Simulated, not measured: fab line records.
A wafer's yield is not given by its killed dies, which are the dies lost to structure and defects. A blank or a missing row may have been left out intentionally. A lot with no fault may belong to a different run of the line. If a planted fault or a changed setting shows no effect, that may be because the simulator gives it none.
Code-filled problem report in 8D (eight disciplines) form ; flow n5_finfet ; the parts of the form that need people (team, actions taken, sign-off) are left out

## 1. PROBLEM STATEMENT
At N5_BEOL_M0_INSPECT_127, raw_defect_count averages 3556 over 3 wafers from 2 lots, while fault-free wafers read 71, standard deviation 26. So: +99 or more standard deviations from the usual mean.
The step: inspects for defects (darkfield).
Seen first at day 11 02:43 on defect_inspect-02, wafer L428.3. At this step, 10 wafers from 4 lots have a number in the record. The rule behind "out" and "out of limits": a value lying over 4 standard deviations away from the usual mean. Any other wafer with a number is counted as sound.

## 2. WHAT IT IS, WHAT IT ISN'T
question;is;is not
which readings at this step;raw_defect_count;-
which lots;L428, L431;L414, L418
which wafers of those lots;L428.3, L428.4, L431.4;L431.2
read on which gauges;defect_inspect-01, defect_inspect-02;-
when;from day 11 02:43;"up to then (6 sound wafers); but 1 sound wafer of L431 came after"

## 3. THE SUSPECTS, EACH WITH WHAT RULES IT OUT
Counting: if a tool at a process step up to the reading ran every lot that is out, it stays a suspect. Sound lots after the first of them don't rule it out here, since some wafers of a struck lot are sound.
- ruled out: the gauge at N5_BEOL_M0_INSPECT_127. 2 gauges (defect_inspect-01, defect_inspect-02) read the wafers that are out.
- cmp-02 at N5_BEOL_M0_CMP_120 (polishes, stops on SiOC, t overpolish 6.9 s): kept. Every lot that is out went through it, the first being L428 (day 11 02:08); the last sound lot it ran before that was L418 (day 8 13:25). Out on those wafers are its own readings of barrier_field_endpoint_s, time_to_endpoint_s.
Left after counting: cmp-02 at N5_BEOL_M0_CMP_120.

## 4. THE CAUSE (what the simulator had put in)
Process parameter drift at N5_BEOL_M0_CMP_120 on cmp-02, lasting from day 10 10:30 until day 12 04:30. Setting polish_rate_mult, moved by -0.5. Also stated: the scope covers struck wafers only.
Only this tool survived the counting.

## 5. THE EFFECT CHAIN, in route order
Rows list readings where the struck wafers' mean (over those with a number) sits beyond 3 standard deviations from the usual. Only readings for which the record gives a usual standard deviation are gone through. hours: the time from each lot's start at the first step in this table that gives one to its start at this step, as a median over the lots. sigmas: the change in usual standard deviations.
hours;step;reading;usual;on struck wafers;change;sigmas
0;N5_BEOL_M0_CMP_120;barrier_field_endpoint_s;3.64 s;7.38;+3.74;+25
0;N5_BEOL_M0_CMP_120;time_to_endpoint_s;63 s;80;+17;+4.9
1;N5_BEOL_M0_INSPECT_127;raw_defect_count;71;3556;+3485;+99 or more
197;N5_PASSIVATION_PROBE_49;defect_limited_yield;91.2 %;0.0;-91.2;-65
197;N5_PASSIVATION_PROBE_49;killed_at_M0_to_M3;34;1121;+1087;+99 or more
197;N5_PASSIVATION_PROBE_49;killed_dies;104;1180;+1076;+63
197;N5_PASSIVATION_PROBE_49;killed_on_rim;14;152;+138;+34
197;N5_PASSIVATION_PROBE_49;sort_n_pass;1069;0;-1069;-21
197;N5_PASSIVATION_PROBE_49;sort_yield_pct;91 %;0;-91;-21
Here are the process steps it includes:
- N5_BEOL_M0_CMP_120: polishes, stops on SiOC, t overpolish 6.9 s.
- N5_PASSIVATION_PROBE_49

## 6. HOW IT WOULD HAVE BEEN CAUGHT EARLIER
Counted from the fault's start at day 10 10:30, it took 16 hours until the first out-of-limits reading at a measuring or inspecting step in this record, taken at day 11 02:43.
Tool's own readings at N5_BEOL_M0_CMP_120, barrier_field_endpoint_s, time_to_endpoint_s: out on all struck wafers the step has rows for; an alarm limit on them would have tripped on the first.
Among the 2 lots that are out, L431 began N5_BEOL_M0_CMP_120 on cmp-02 after day 11 02:43. A hold on the tool at that time would have spared it.
